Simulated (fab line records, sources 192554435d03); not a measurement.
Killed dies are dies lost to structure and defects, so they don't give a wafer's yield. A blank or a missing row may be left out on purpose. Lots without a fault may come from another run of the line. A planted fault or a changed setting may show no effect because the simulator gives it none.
A struck lot beside a sound one | flow n5_finfet | 15 steps out of a route of 1938
Sound: wafers L107.2, L107.3, L107.5. Struck: wafers L108.1, L108.3, L108.6. The cause comes at the end.
At each step with rows: each side's tool, then ch and its chambers, then its first start. Under that, the readings that differ: sound wafers | struck wafers | difference of the means | sigmas: that difference in standard deviations of wafers without a fault.
alike: readings whose means differ by less than 2 such deviations, and words and numbers that are the same on both sides. not compared: withheld readings, readings that some wafer has no value for, bounds like >300 that may hide the same value, and numbers for which the record gives no deviation and whose values overlap.
The two part at a step that has a row with sigmas, a row that says differs or no value, or rows on one side only. Numbers that don't overlap but have no deviation are shown without sigmas and don't part them. A reading that every wafer of one side lacks parts them only if that side has two wafers or more.

first, 1 step without rows for these wafers: N5_BEOL_M13_HARDBAKE_14 (time 120 s).
N5_BEOL_M13_CD_MEAS_10: target cd 190 nm.
  sound on cd_sem-01 ch 0, day 16 11:35; struck on cd_sem-01 ch 0, day 16 17:27
  alike: cd_nm
N5_BEOL_M13_OVL_MEAS_11:
  sound on overlay-01 ch 0, day 16 11:37; struck on overlay-01 ch 0, day 16 17:29
  alike: V12_OVL
N5_BEOL_M13_INSPECT_12: inspects for defects (macro).
  sound on defect_inspect-02, day 16 11:38; struck on defect_inspect-02, day 16 17:31
  alike: raw_defect_count
N5_BEOL_M13_DESCUM_15: chemistry O2, time 7.9 s.
  sound on rie_diel-02 ch 0,2, day 16 11:40; struck on rie_diel-02 ch 0,1, day 16 17:32
  alike: drypump_motor_current_A, oes_product_au, rf_fwd_power_W, rf_vpp_V, showerhead_plenum_p_Torr, throttle_valve_pct
  not compared: rf_hours_counter_h
N5_BEOL_M13_ETCH_59: etches BARC in N2/H2, target depth 89 nm, overetch 26.7 nm, time 67.9 s.
  sound on rie_diel-02 ch 0,2, day 16 11:42; struck on rie_diel-02 ch 0,1, day 16 17:34
  alike: drypump_motor_current_A, h2_flow_sccm, oes_product_au, rf_fwd_power_W, rf_vpp_V, showerhead_plenum_p_Torr, throttle_valve_pct
  not compared: rf_hours_counter_h
N5_BEOL_M13_VIA_ETCH_16: etches SiOC in C4F8/O2/Ar, target depth 921.7 nm.
  sound on rie_diel-02 ch 0,2, day 16 11:45; struck on rie_diel-02 ch 0,1, day 16 17:38
  alike: drypump_motor_current_A, he_inner_torr, oes_product_au, rf_fwd_power_W, rf_vpp_V, showerhead_plenum_p_Torr, throttle_valve_pct
N5_BEOL_M13_STRIP_63: strips in N2/H2.
  sound on plasma_asher-02 ch 0,1, day 16 11:59; struck on plasma_asher-01 ch 0,1, day 16 17:52
  alike: drypump_motor_current_A, h2_flow_sccm, heater_power_w, oes_product_au, strip_time_to_endpoint_s
  not compared: rf_hours_counter_h
N5_BEOL_M13_STRIP_64: strips in N2/H2.
  sound on plasma_asher-02 ch 0,1, day 16 12:03; struck on plasma_asher-01 ch 0,1, day 16 17:55
  alike: drypump_motor_current_A, h2_flow_sccm, heater_power_w, oes_product_au, strip_time_to_endpoint_s
  not compared: rf_hours_counter_h
then, 2 steps without rows for these wafers: N5_BEOL_M13_STRIP_71 (strips in post etch residue remover, time 60 s); N5_BEOL_M13_SRD_72 (time 30 s, dry time 30 s).
N5_BEOL_M13_CD_MEAS_17: target cd 190 nm.
  sound on cd_sem-01, day 16 12:12; struck on cd_sem-03, day 16 18:04
  alike: cd_nm
N5_BEOL_M13_COAT_65: time 60 s, resist thk 350 nm.
  sound on litho_track-04 ch 0, day 16 12:14; struck on litho_track-04 ch 0, day 16 18:07
  reading                                   | sound                | struck               | difference | sigmas
  heater_power_total_W (W)                  | 500.9 500.3 498.2    | 455.9 456.0 450.0    | -45.8      | -25
  plate_temp_C (C)                          | 250.11 249.91 250.22 | 230.32 230.34 230.35 | -19.74     | -99 or more
  model.SOC_of_BEOL_M13_COAT_65.thk_nm (nm) | 349.6 350.2 349.4    | 355.2 353.8 354.6    | +4.8       |
then, 1 step without rows for these wafers: N5_BEOL_M13_COAT_66 (time 60 s, resist thk 110 nm).
N5_PASSIVATION_PROBE_49:
  the record has rows for the struck wafers here (prober-01, day 18 06:14) and none for the sound ones

WHERE THEY PART
First at N5_BEOL_M13_COAT_65; last, within this record, at N5_PASSIVATION_PROBE_49.

WHY: what the simulator had put in
Process parameter drift: litho_track-04, from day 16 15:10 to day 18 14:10, at N5_BEOL_M13_COAT_65. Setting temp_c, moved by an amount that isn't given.
